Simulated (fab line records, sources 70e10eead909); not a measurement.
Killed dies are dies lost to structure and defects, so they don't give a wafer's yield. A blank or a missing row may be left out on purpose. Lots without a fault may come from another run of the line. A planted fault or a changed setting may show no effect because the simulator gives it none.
Problem report in the 8D (eight disciplines) form, filled by code | flow nand_harc | the parts of the form that need people (team, actions taken, sign-off) are left out

1. THE PROBLEM
killed_dies at NHARC_END_SORT_01 reads a mean of 677 on 3 wafers of 3 lots; wafers without a fault read 66 with a standard deviation of 22. That is +28 standard deviations from the usual mean.
First seen on wafer L435.2, day 29 22:58, on prober-02. The record holds 8 wafers of 3 lots with a number at this step. Rule for "out", or "out of limits": more than 4 standard deviations from the usual mean. The other wafers with a number count as sound.

2. WHAT IT IS AND WHAT IT IS NOT
question                    | is                           | is not
which readings at this step | killed_dies, killed_at_array | killed_at_periphery, killed_short
which lots                  | L435, L437, L439             | -
which wafers of those lots  | L435.2, L437.2, L439.2       | L435.1, L435.4, L437.1, L439.3, L439.4
read on which gauges        | prober-02                    | -
when                        | from day 29 22:58            | up to then (1 sound wafer); but 4 sound wafers of L435, L437, L439 came after

3. SUSPECTS, AND WHAT RULES EACH OUT
Counting: a tool at a process step up to the reading stays a suspect if it ran every lot that is out. Sound lots after the first of them don't rule it out here, since some wafers of a struck lot are sound.
- the gauge at NHARC_END_SORT_01: kept. All the wafers that are out were read on prober-02, and no step on other tools shows them out.
- acl_dep-03 at NHARC_A_CHANNEL_HOLE_D2_DEP_00 (deposits aC, target thk 3100 nm): kept. It ran every lot that is out, first L435 (day 19 03:04).
- rie_metal-03 at NHARC_THIN_TSV_ETCH_59 (etches the open film in Cl2/BCl3, target depth 880 nm, time 138.1 s): kept. It ran every lot that is out, first L435 (day 29 13:29).
Left after counting: acl_dep-03 at NHARC_A_CHANNEL_HOLE_D2_DEP_00, rie_metal-03 at NHARC_THIN_TSV_ETCH_59, prober-02 at NHARC_END_SORT_01.

4. THE CAUSE (what the simulator had put in)
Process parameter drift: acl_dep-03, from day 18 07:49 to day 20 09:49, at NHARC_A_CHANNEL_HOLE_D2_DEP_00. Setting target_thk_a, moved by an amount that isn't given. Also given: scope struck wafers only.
Counting left 3 suspects, and this tool is among them.

5. THE CHAIN OF EFFECTS, in route order
Each row: a reading whose mean over the struck wafers that have a number lies more than 3 standard deviations from the usual. Only readings for which the record gives a usual standard deviation are gone through. hours: the time from each lot's start at the first step in this table that gives one to its start at this step, as a median over the lots. sigmas: the change in usual standard deviations.
hours | step              | reading         | usual | on struck wafers | change | sigmas
0     | NHARC_END_SORT_01 | killed_at_array | 61    | 671              | +610   | +27
0     | NHARC_END_SORT_01 | killed_dies     | 66    | 677              | +611   | +28

6. WHAT WOULD HAVE CAUGHT IT SOONER
In this record the first reading out of limits at a measuring or inspecting step was taken at day 29 22:58, 279 hours after the fault began at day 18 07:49.
Of the tool readings at NHARC_A_CHANNEL_HOLE_D2_DEP_00 for which the record gives a usual standard deviation, none was out on any struck wafer, so an alarm limit of 4 standard deviations on them would not have fired.
All the lots that are out (3) had begun NHARC_A_CHANNEL_HOLE_D2_DEP_00 on acl_dep-03 by day 29 22:58. A hold on the tool at that time would have spared none of them.
